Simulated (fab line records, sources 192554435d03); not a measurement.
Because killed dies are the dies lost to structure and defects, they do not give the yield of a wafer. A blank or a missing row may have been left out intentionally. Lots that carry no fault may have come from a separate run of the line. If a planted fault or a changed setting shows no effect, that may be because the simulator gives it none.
Split-lot experiment || flow n5 finfet || 7 lots, 21 wafers read, on a route of 1938 steps

## THE SPLIT
At N5_PASSIVATION_EXPOSE_41 (exposes mask PASS OPEN, defocus 0 nm, target cd 40000 nm), the setting dose mj was moved away from the recipe's 57.25 on 6 of the 21 wafers read, by -3.2% to +5.7%. The other wafers ran this setting at the recipe's value.

## FROM THE SPLIT TO THE READING: what the file shows between them, 3 steps
- N5_PASSIVATION_PEB_42
- N5_PASSIVATION_DEVELOP_43: develop time 60 s
- N5_PASSIVATION_HARDBAKE_45: time 120 s

## THE READING
cd nm (nm) at N5_PASSIVATION_CD_MEAS_44, where the cd target is 40000 nm. On this fab line, fault-free wafers typically give 40000 nm with a standard deviation of 2.8 nm.

{"wafer": "L079.1", "tool, chamber at the split": "krf scanner-01, 0", "dose mj as run": 57.25, "against the recipe": "recipe", "cd nm, nm": 39998, "against lot-mates on the recipe": "-"}
{"wafer": "L079.2", "tool, chamber at the split": "krf scanner-01, 0", "dose mj as run": 57.25, "against the recipe": "recipe", "cd nm, nm": 39996, "against lot-mates on the recipe": "-"}
{"wafer": "L079.3", "tool, chamber at the split": "krf scanner-01, 0", "dose mj as run": 57.25, "against the recipe": "recipe", "cd nm, nm": 40002, "against lot-mates on the recipe": "-"}
{"wafer": "L080.3", "tool, chamber at the split": "krf scanner-01, 0", "dose mj as run": 57.25, "against the recipe": "recipe", "cd nm, nm": 40002, "against lot-mates on the recipe": "-"}
{"wafer": "L080.4", "tool, chamber at the split": "krf scanner-01, 0", "dose mj as run": 57.25, "against the recipe": "recipe", "cd nm, nm": 40000, "against lot-mates on the recipe": "-"}
{"wafer": "L080.6", "tool, chamber at the split": "krf scanner-01, 0", "dose mj as run": 57.25, "against the recipe": "recipe", "cd nm, nm": 40002, "against lot-mates on the recipe": "-"}
{"wafer": "L081.1", "tool, chamber at the split": "krf scanner-02, 0", "dose mj as run": 57.25, "against the recipe": "recipe", "cd nm, nm": 39999, "against lot-mates on the recipe": "-"}
{"wafer": "L081.4", "tool, chamber at the split": "krf scanner-02, 0", "dose mj as run": 55.42, "against the recipe": "-3.2%", "cd nm, nm": 39983, "against lot-mates on the recipe": -16}
{"wafer": "L081.6", "tool, chamber at the split": "krf scanner-02, 0", "dose mj as run": 55.42, "against the recipe": "-3.2%", "cd nm, nm": 39987, "against lot-mates on the recipe": -12}
{"wafer": "L082.2", "tool, chamber at the split": "krf scanner-02, 0", "dose mj as run": 57.25, "against the recipe": "recipe", "cd nm, nm": 39998, "against lot-mates on the recipe": "-"}
{"wafer": "L082.3", "tool, chamber at the split": "krf scanner-02, 0", "dose mj as run": 60.31, "against the recipe": "+5.3%", "cd nm, nm": 40016, "against lot-mates on the recipe": "+19"}
{"wafer": "L082.4", "tool, chamber at the split": "krf scanner-02, 0", "dose mj as run": 57.25, "against the recipe": "recipe", "cd nm, nm": 39996, "against lot-mates on the recipe": "-"}
{"wafer": "L088.3", "tool, chamber at the split": "krf scanner-02, 0", "dose mj as run": 57.25, "against the recipe": "recipe", "cd nm, nm": 40001, "against lot-mates on the recipe": "-"}
{"wafer": "L088.4", "tool, chamber at the split": "krf scanner-02, 0", "dose mj as run": 57.25, "against the recipe": "recipe", "cd nm, nm": 39997, "against lot-mates on the recipe": "-"}
{"wafer": "L088.6", "tool, chamber at the split": "krf scanner-02, 0", "dose mj as run": 60.52, "against the recipe": "+5.7%", "cd nm, nm": 40020, "against lot-mates on the recipe": "+21"}
{"wafer": "L097.4", "tool, chamber at the split": "krf scanner-01, 0", "dose mj as run": 56.07, "against the recipe": "-2.1%", "cd nm, nm": 39993, "against lot-mates on the recipe": -8}
{"wafer": "L097.5", "tool, chamber at the split": "krf scanner-01, 0", "dose mj as run": 57.25, "against the recipe": "recipe", "cd nm, nm": 40001, "against lot-mates on the recipe": "-"}
{"wafer": "L097.6", "tool, chamber at the split": "krf scanner-01, 0", "dose mj as run": 56.07, "against the recipe": "-2.1%", "cd nm, nm": 39993, "against lot-mates on the recipe": -8}
{"wafer": "L096.1", "tool, chamber at the split": "krf scanner-02, 0", "dose mj as run": 57.25, "against the recipe": "recipe", "cd nm, nm": 40002, "against lot-mates on the recipe": "-"}
{"wafer": "L096.5", "tool, chamber at the split": "krf scanner-02, 0", "dose mj as run": 57.25, "against the recipe": "recipe", "cd nm, nm": 40001, "against lot-mates on the recipe": "-"}
{"wafer": "L096.6", "tool, chamber at the split": "krf scanner-02, 0", "dose mj as run": 57.25, "against the recipe": "recipe", "cd nm, nm": 39998, "against lot-mates on the recipe": "-"}

FIT RESULTS
A straight line over all 21 wafers: cd nm changes by +3.61 nm for each +1% of dose mj; r = +0.96; the points scatter about the line by 2.3 nm.
The same after taking each lot's own level away (the mean of its wafers on the recipe; 21 wafers): +3.82 nm for each +1%; r = +0.98; scatter 1.7 nm.
Per that fit: largest dose mj move, reading shift of 22 nm.
The lots' own levels span 39997.0 to 40001.3 nm, that is 1.5 times the standard deviation above.
Consequently the slope shifts little with the lot-to-lot level, the two slopes agreeing.
Check: +21.9 nm against its lot-mates is what the line predicts for one of the wafers moved furthest among these (+5.7%) when that wafer is left out of the fit. It came out at +21 nm against them.

## THESE WAFERS: OTHER SPLITS
Note: prior to the reading, these wafers also went through further splits. Each is held against what the fit with the lots' levels taken away leaves over:
{"other split on the same wafers": "N5_BEOL_M14_PEB_08 peb temp c", "wafers away from the commonest value": 8, "r with cd nm (lot level and that fit taken away)": -0.11}
{"other split on the same wafers": "N5_BEOL_M14_DEP_53 time s", "wafers away from the commonest value": 9, "r with cd nm (lot level and that fit taken away)": -0.37}
{"other split on the same wafers": "N5_BEOL_M15_EXPOSE_25 dose mj", "wafers away from the commonest value": 7, "r with cd nm (lot level and that fit taken away)": "+0.02"}
{"other split on the same wafers": "N5_PASSIVATION_AL_DEP_21 time s", "wafers away from the commonest value": 7, "r with cd nm (lot level and that fit taken away)": "+0.04"}
{"other split on the same wafers": "N5_PASSIVATION_EXPOSE_27 dose mj", "wafers away from the commonest value": 6, "r with cd nm (lot level and that fit taken away)": -0.01}
{"other split on the same wafers": "N5_PASSIVATION_PECVD_53 time s", "wafers away from the commonest value": 9, "r with cd nm (lot level and that fit taken away)": "+0.00"}

## THE FILE'S OWN FIT
cd nm changes by +3.79 nm for each +1% of dose mj, r = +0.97.
